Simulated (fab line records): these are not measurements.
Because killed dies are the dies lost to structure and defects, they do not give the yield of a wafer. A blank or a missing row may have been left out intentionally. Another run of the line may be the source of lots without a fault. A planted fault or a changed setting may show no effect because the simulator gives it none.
fab line records    flow nandHarc
record lots=7  wafers=21  lastDay=24
route steps=1159 shown A_ONON_D1@426 END@1159
lots that met no fault: from a run of the same line without faults
startH: hours from the record's opening day to when the first of the lot's shown wafers began    waitH: hours from the lot's prior step to this one    " as in the row above    L1.1+2: a single row standing in for several wafers    - value missing, or start not given    * or withheld: withheld    < > ~ a bound
route shown NAME@n: names a module that has steps shown in the file, with the first one's number in the route    usual: mean and standard deviation over wafers with no fault    same: alike in all rows    chamber/n: place in a boat    sites: the reading at each site    _std_site: standard deviation of those values    _edge_site: the outer-site mean with the inner-site mean subtracted    radiusMm: how far each site lies from the wafer's centre    mask NAME#n: copy n    behind: the most recent tool/chamber to have shaped the wafer    hold: the reason the lot was held/the length of the hold in hours/how it ended    device: transistor that didn't switch, given as n, p or np    end of line: tests run on the same wafers once the route is complete    a step given without rows: its recipe and nothing more    killed: count of dies lost to structure and defects at first sort (not the wafer's yield)    map: a wafer's dies, marking killed ones x, the rest . and places with no die _
set.NAME: the setting as run; set.NAME@STEP: as run at that earlier step    model.NAME: the simulator's own value behind a step, which no gauge read
certain route steps with their lots: each step a table, each wafer a row
services: from which hour (startH, from the record's first day; less than 0 if before it) a tool's chamber was out of use, for how many hours, and why
## steps
# step NHARC_A_ONON_D1_DEP_03
# recipe targetThkA=10000  n2FlowSccm=2750  n2oFlowSccm=2000  nh3FlowSccm=500  sih4FlowSccm=210  tempC=400
# step NHARC_A_ONON_D1_THK_MEAS_05
# recipe thkMeasGauge=ellipsometry
# usual thkNm=1000/7.7
lot.wafer  tool          chamber  startH  waitH  thkNm
L719.2     filmMetro-02  -        155.28  -      983
L719.4     "             -        "       "      981
L719.5     "             -        "       "      981
L727.4     filmMetro-02  -        214.14  -      998
L727.5     "             -        "       "      995
L727.6     "             -        "       "      998
L728.3     filmMetro-01  -        220.34  -      1007
L728.4     "             -        "       "      1007
L728.5     "             -        "       "      1008
L729.2     filmMetro-02  -        220.34  -      1006
L729.4     "             -        "       "      1006
L729.5     "             -        "       "      1006
L730.2     filmMetro-01  -        242.84  -      997
L730.3     "             -        "       "      995
L730.5     "             -        "       "      996
L732.2     filmMetro-01  -        247.54  -      1008
L732.4     "             -        "       "      1008
L732.5     "             -        "       "      1008
L738.2     filmMetro-01  -        280.02  -      1004
L738.4     "             -        "       "      1006
L738.6     "             -        "       "      1005
# step NHARC_A_ONON_D1_DEP_06
# recipe targetThkA=10000  n2FlowSccm=2750  n2oFlowSccm=2000  nh3FlowSccm=500  sih4FlowSccm=210  tempC=400
# step NHARC_A_ONON_D1_THK_MEAS_08
# recipe thkMeasGauge=ellipsometry
# usual thkNm=1005/10
lot.wafer  tool          chamber  startH  waitH  thkNm
L719.2     filmMetro-01  -        155.86  -      1009
L719.4     "             -        "       "      1009
L719.5     "             -        "       "      1008
L727.4     filmMetro-02  -        214.70  -      991
L727.5     "             -        "       "      991
L727.6     "             -        "       "      990
L728.3     filmMetro-02  -        220.90  -      996
L728.4     "             -        "       "      997
L728.5     "             -        "       "      997
L729.2     filmMetro-01  -        220.92  -      1013
L729.4     "             -        "       "      1013
L729.5     "             -        "       "      1012
L730.2     filmMetro-02  -        243.41  -      998
L730.3     "             -        "       "      997
L730.5     "             -        "       "      995
L732.2     filmMetro-02  -        248.11  -      1004
L732.4     "             -        "       "      1005
L732.5     "             -        "       "      1004
L738.2     filmMetro-02  -        280.58  -      1004
L738.4     "             -        "       "      1005
L738.6     "             -        "       "      1005
# step NHARC_A_ONON_D1_DEP_09
# recipe targetThkA=10000  n2FlowSccm=2750  n2oFlowSccm=2000  nh3FlowSccm=500  sih4FlowSccm=210  tempC=400
# step NHARC_A_ONON_D1_THK_MEAS_11
# recipe thkMeasGauge=ellipsometry
# usual thkNm=1004/12
lot.wafer  tool          chamber  startH  waitH  thkNm
L719.2     filmMetro-02  -        156.41  -      975
L719.4     "             -        "       "      976
L719.5     "             -        "       "      976
L727.4     filmMetro-02  -        215.26  -      1008
L727.5     "             -        "       "      1008
L727.6     "             -        "       "      1008
L728.3     filmMetro-02  -        221.47  -      1027
L728.4     "             -        "       "      1026
L728.5     "             -        "       "      1026
L729.2     filmMetro-02  -        221.49  -      990
L729.4     "             -        "       "      993
L729.5     "             -        "       "      992
L730.2     filmMetro-01  -        243.97  -      991
L730.3     "             -        "       "      993
L730.5     "             -        "       "      991
L732.2     filmMetro-02  -        248.67  -      987
L732.4     "             -        "       "      985
L732.5     "             -        "       "      986
L738.2     filmMetro-02  -        281.15  -      1017
L738.4     "             -        "       "      1016
L738.6     "             -        "       "      1017
# step NHARC_A_ONON_D1_DEP_12
# recipe targetThkA=10000  n2FlowSccm=2750  n2oFlowSccm=2000  nh3FlowSccm=500  sih4FlowSccm=210  tempC=400
# step NHARC_A_ONON_D1_THK_MEAS_14
# recipe thkMeasGauge=ellipsometry
# usual thkNm=996/7.8
lot.wafer  tool          chamber  startH  waitH  thkNm
L719.2     filmMetro-01  -        156.99  -      995
L719.4     "             -        "       "      996
L719.5     "             -        "       "      997
L727.4     filmMetro-02  -        215.86  -      985
L727.5     "             -        "       "      984
L727.6     "             -        "       "      986
L728.3     filmMetro-02  -        222.06  -      990
L728.4     "             -        "       "      992
L728.5     "             -        "       "      989
L729.2     filmMetro-02  -        222.07  -      987
L729.4     "             -        "       "      985
L729.5     "             -        "       "      986
L730.2     filmMetro-01  -        244.53  -      990
L730.3     "             -        "       "      992
L730.5     "             -        "       "      991
L732.2     filmMetro-02  -        249.24  -      1009
L732.4     "             -        "       "      1008
L732.5     "             -        "       "      1008
L738.2     filmMetro-02  -        281.71  -      998
L738.4     "             -        "       "      999
L738.6     "             -        "       "      999
# step NHARC_A_ONON_D1_ANNEAL_15
# recipe tempC=750  timeS=3600
# step NHARC_A_ONON_D1_DEP_16
# recipe targetThkA=10000  n2FlowSccm=2750  n2oFlowSccm=2000  nh3FlowSccm=500  sih4FlowSccm=210  tempC=400
# step NHARC_A_ONON_D1_THK_MEAS_18
# recipe thkMeasGauge=ellipsometry
# usual thkNm=1001/7.8
lot.wafer  tool          chamber  startH  waitH  thkNm
L719.2     filmMetro-01  -        163.95  -      999
L719.4     "             -        "       "      999
L719.5     "             -        "       "      997
L727.4     filmMetro-02  -        225.01  -      994
L727.5     "             -        "       "      993
L727.6     "             -        "       "      993
L729.2     filmMetro-01  -        229.11  -      997
L729.4     "             -        "       "      996
L729.5     "             -        "       "      997
L728.3     filmMetro-02  -        229.12  -      999
L728.4     "             -        "       "      997
L728.5     "             -        "       "      999
L730.2     filmMetro-02  -        253.65  -      1003
L730.3     "             -        "       "      1003
L730.5     "             -        "       "      1004
L732.2     filmMetro-01  -        257.15  -      1012
L732.4     "             -        "       "      1010
L732.5     "             -        "       "      1008
L738.2     filmMetro-01  -        289.74  -      993
L738.4     "             -        "       "      992
L738.6     "             -        "       "      993
# step NHARC_A_ONON_D1_DEP_19
# recipe targetThkA=10000  n2FlowSccm=2750  n2oFlowSccm=2000  nh3FlowSccm=500  sih4FlowSccm=210  tempC=400
# usual n2oFlowSccm=2000/6.4  nh3FlowSccm=499.9/1.7
lot.wafer  tool          chamber  startH  waitH  n2oFlowSccm  nh3FlowSccm
L719.2     pecvdOnon-02  0        164.20  0.2    1999         498.9
L719.4     "             0        "       "      2001         498.7
L719.5     "             0        "       "      2000         500.4
L727.4     pecvdOnon-01  0        225.24  0.2    2001         500.0
L727.5     "             0        "       "      2003         500.3
L727.6     "             0        "       "      2000         503.4
L729.2     pecvdOnon-01  0        229.23  0.1    1981         499.2
L729.4     "             0        "       "      1996         497.9
L729.5     "             0        "       "      1989         500.4
L728.3     pecvdOnon-02  0        229.29  0.2    2004         500.9
L728.4     "             0        "       "      2002         502.3
L728.5     "             0        "       "      2000         502.5
L730.2     pecvdOnon-01  0        253.77  0.1    1999         500.4
L730.3     "             0        "       "      2000         500.1
L730.5     "             0        "       "      2001         498.6
L732.2     pecvdOnon-01  0        257.26  0.1    1991         500.3
L732.4     "             0        "       "      1986         497.7
L732.5     "             0        "       "      1988         501.4
L738.2     pecvdOnon-03  0        289.86  0.1    2004         502.5
L738.4     "             0        "       "      1997         500.9
L738.6     "             0        "       "      1994         498.8
# step NHARC_A_ONON_D1_THK_MEAS_21
# recipe thkMeasGauge=ellipsometry
# usual thkNm=995/10
lot.wafer  tool          chamber  startH  waitH  thkNm
L719.2     filmMetro-02  -        164.65  -      985
L719.4     "             -        "       "      985
L719.5     "             -        "       "      985
L727.4     filmMetro-01  -        225.58  -      1008
L727.5     "             -        "       "      1005
L727.6     "             -        "       "      1005
L729.2     filmMetro-02  -        229.68  -      997
L729.4     "             -        "       "      641
L729.5     "             -        "       "      638
L728.3     filmMetro-01  -        229.69  -      1012
L728.4     "             -        "       "      1011
L728.5     "             -        "       "      1012
L730.2     filmMetro-02  -        254.22  -      984
L730.3     "             -        "       "      984
L730.5     "             -        "       "      626
L732.2     filmMetro-02  -        257.71  -      987
L732.4     "             -        "       "      635
L732.5     "             -        "       "      635
L738.2     filmMetro-02  -        290.31  -      984
L738.4     "             -        "       "      986
L738.6     "             -        "       "      984
# step NHARC_A_ONON_D1_DEP_22
# recipe targetThkA=10000  n2FlowSccm=2750  n2oFlowSccm=2000  nh3FlowSccm=500  sih4FlowSccm=210  tempC=400
# step NHARC_END_SORT_01
# recipe tempC=25
# usual killedAtArray=26/9  killedAtOther=0.8/1.2  killedAtPeriphery=3.2/2.3  killedDies=30/9.1  killedOpen=3.5/2  killedShort=1.8/1.4
# same grossDies=677
lot.wafer  tool       chamber  startH  waitH  killedAtArray  killedAtOther  killedAtPeriphery  killedDies  killedOpen  killedShort
L729.4     prober-02  0        493.77  3.4    674            0              3                  677         2           2
L729.5     prober-02  0        494.58  3.7    675            1              1                  677         0           0
L727.4     prober-01  0        504.18  3.4    27             1              2                  30          7           4
L727.5     prober-01  0        504.98  3.7    26             0              1                  27          2           0
L727.6     prober-01  0        505.78  4.0    27             1              2                  30          5           4
L730.5     prober-02  0        517.31  3.7    673            0              4                  677         3           1
L732.4     prober-01  0        524.34  3.4    675            0              2                  677         2           1
L732.5     prober-01  0        525.13  3.7    674            1              2                  677         5           1
# killed by level:class
L729.4 A_ONON_D1:areaDep=647 A_CHANNEL_HOLE_D1:chamberFilmFlake=14 A_CONTACT:chamberFilmFlake=6 A_STAIRCASE:chamberFilmFlake=2 P_M1:geometricParticle:short=1 P_M2:geometricParticle:open=1 A_SOURCE_PLATE:geometricParticle:open=1 A_ONON_D1:geometricParticle:short=1
L729.5 A_ONON_D1:areaDep=650 A_CHANNEL_HOLE_D1:chamberFilmFlake=18 A_CONTACT:chamberFilmFlake=4 A_STAIRCASE:chamberFilmFlake=2 P_ZERO_WELL:chamberFilmFlake=1 A_ZERO_WELL:chamberFilmFlake=1 THIN_TSV:chamberFilmFlake=1
L727.4 A_CHANNEL_HOLE_D1:chamberFilmFlake=16 A_CONTACT:geometricParticle:open=3 P_GATE:geometricParticle:open=1 P_GATE:geometricParticle:short=1 A_SOURCE_PLATE:geometricParticle:open=1 A_ONON_D1:geometricParticle:open=1 A_SGD_CUT:geometricParticle:open=1 A_WL_FILL:geometricParticle:short=1
L727.5 A_CHANNEL_HOLE_D1:chamberFilmFlake=23 P_M0:geometricParticle:open=1 A_SGD_CUT:geometricParticle:open=1 A_ZERO_WELL:chamberFilmFlake=1 A_CONTACT:chamberFilmFlake=1
L727.6 A_CHANNEL_HOLE_D1:chamberFilmFlake=17 A_CONTACT:chamberFilmFlake=3 A_CONTACT:geometricParticle:open=2 P_CONTACT:geometricParticle:open=1 P_M1:geometricParticle:open=1 A_ONON_D1:geometricParticle:short=1 A_CHANNEL_HOLE_D1:geometricParticle:short=1 A_SGD_CUT:geometricParticle:short=1
L730.5 A_ONON_D1:areaDep=650 A_SLIT:chamberFilmFlake=5 A_CONTACT:chamberFilmFlake=5 A_CONTACT:geometricParticle:open=3 A_CHANNEL_HOLE_D1:chamberFilmFlake=3 A_STAIRCASE:chamberFilmFlake=3 P_M1:chamberFilmFlake=2 P_BONDPAD:chamberFilmFlake=2
L732.4 A_ONON_D1:areaDep=633 A_CHANNEL_HOLE_D1:chamberFilmFlake=22 A_SGD_CUT:chamberFilmFlake=6 A_CONTACT:chamberFilmFlake=5 A_STAIRCASE:chamberFilmFlake=3 A_BLC:geometricParticle:open=1 A_M0:geometricParticle:short=1 A_M0:geometricParticle:open=1
L732.5 A_ONON_D1:areaDep=645 A_CHANNEL_HOLE_D1:chamberFilmFlake=16 A_STAIRCASE:chamberFilmFlake=5 A_SGD_CUT:chamberFilmFlake=2 A_CONTACT:chamberFilmFlake=2 P_CONTACT:geometricParticle:open=1 P_M0:geometricParticle:open=1 A_SGD_CUT:geometricParticle:open=1
# map L729.4 (x killed, . not)
____________x____________
_________xxxxxxx_________
_______xxxxxxxxxxx_______
______xxxxxxxxxxxxx______
_____xxxxxxxxxxxxxxx_____
____xxxxxxxxxxxxxxxxx____
____xxxxxxxxxxxxxxxxx____
___xxxxxxxxxxxxxxxxxxx___
___xxxxxxxxxxxxxxxxxxx___
__xxxxxxxxxxxxxxxxxxxxx__
__xxxxxxxxxxxxxxxxxxxxx__
_xxxxxxxxxxxxxxxxxxxxxxx_
_xxxxxxxxxxxxxxxxxxxxxxx_
_xxxxxxxxxxxxxxxxxxxxxxx_
_xxxxxxxxxxxxxxxxxxxxxxx_
_xxxxxxxxxxxxxxxxxxxxxxx_
xxxxxxxxxxxxxxxxxxxxxxxxx
xxxxxxxxxxxxxxxxxxxxxxxxx
xxxxxxxxxxxxxxxxxxxxxxxxx
xxxxxxxxxxxxxxxxxxxxxxxxx
xxxxxxxxxxxxxxxxxxxxxxxxx
_xxxxxxxxxxxxxxxxxxxxxxx_
_xxxxxxxxxxxxxxxxxxxxxxx_
_xxxxxxxxxxxxxxxxxxxxxxx_
_xxxxxxxxxxxxxxxxxxxxxxx_
_xxxxxxxxxxxxxxxxxxxxxxx_
__xxxxxxxxxxxxxxxxxxxxx__
__xxxxxxxxxxxxxxxxxxxxx__
___xxxxxxxxxxxxxxxxxxx___
___xxxxxxxxxxxxxxxxxxx___
____xxxxxxxxxxxxxxxxx____
____xxxxxxxxxxxxxxxxx____
_____xxxxxxxxxxxxxxx_____
______xxxxxxxxxxxxx______
_______xxxxxxxxxxx_______
_________xxxxxxx_________
____________x____________
# map L730.5 (x killed, . not)
____________x____________
_________xxxxxxx_________
_______xxxxxxxxxxx_______
______xxxxxxxxxxxxx______
_____xxxxxxxxxxxxxxx_____
____xxxxxxxxxxxxxxxxx____
____xxxxxxxxxxxxxxxxx____
___xxxxxxxxxxxxxxxxxxx___
___xxxxxxxxxxxxxxxxxxx___
__xxxxxxxxxxxxxxxxxxxxx__
__xxxxxxxxxxxxxxxxxxxxx__
_xxxxxxxxxxxxxxxxxxxxxxx_
_xxxxxxxxxxxxxxxxxxxxxxx_
_xxxxxxxxxxxxxxxxxxxxxxx_
_xxxxxxxxxxxxxxxxxxxxxxx_
_xxxxxxxxxxxxxxxxxxxxxxx_
xxxxxxxxxxxxxxxxxxxxxxxxx
xxxxxxxxxxxxxxxxxxxxxxxxx
xxxxxxxxxxxxxxxxxxxxxxxxx
xxxxxxxxxxxxxxxxxxxxxxxxx
xxxxxxxxxxxxxxxxxxxxxxxxx
_xxxxxxxxxxxxxxxxxxxxxxx_
_xxxxxxxxxxxxxxxxxxxxxxx_
_xxxxxxxxxxxxxxxxxxxxxxx_
_xxxxxxxxxxxxxxxxxxxxxxx_
_xxxxxxxxxxxxxxxxxxxxxxx_
__xxxxxxxxxxxxxxxxxxxxx__
__xxxxxxxxxxxxxxxxxxxxx__
___xxxxxxxxxxxxxxxxxxx___
___xxxxxxxxxxxxxxxxxxx___
____xxxxxxxxxxxxxxxxx____
____xxxxxxxxxxxxxxxxx____
_____xxxxxxxxxxxxxxx_____
______xxxxxxxxxxxxx______
_______xxxxxxxxxxx_______
_________xxxxxxx_________
____________x____________
## services
tool          chamber  startH  hours  kind
pecvdOnon-03  -        153.00  13.0   pm
pecvdOnon-01  -        195.00  13.0   pm
## key
firstSign step=NHARC_A_ONON_D1_THK_MEAS_21  reading=thkNm  direction=down  sigmas=36  usual=995  struck=635
effect step=NHARC_END_SORT_01  reading=killedAtArray  direction=up  sigmas=72  usual=26  struck=674
moreKillsBornAt NHARC_A_ONON_D1_DEP_19@pecvdOnon-01=3225
metAt NHARC_A_ONON_D1_DEP_19
struckWafers L729.4,L729.5,L730.5,L732.4,L732.5
laterRowsLeftOut L729.4,L729.5,L730.5,L732.4,L732.5
testerLeftOut L729,L730,L732
onsetBetween 225.24 229.23
fault kind=processParameterDrift  tool=pecvdOnon-01  chamber=-  onsetH=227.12  steps=NHARC_A_ONON_D1_DEP_19  channel=targetThkA  offset=*  shape=step  endH=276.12  scope=struckWafersOnly  actsIn=*  stated=*
# testerLeftOut: of these lots the tester's yield and bins aren't shown, on N5 and GAA mostly nor the transistor test; their killed dies are dies lost to structure and defects alone, not to doping, threshold or leakage, so they don't give the yield
# laterRowsLeftOut: the simulator's readings of these wafers behind a module that went badly wrong aren't trusted and aren't shown, but for the sort
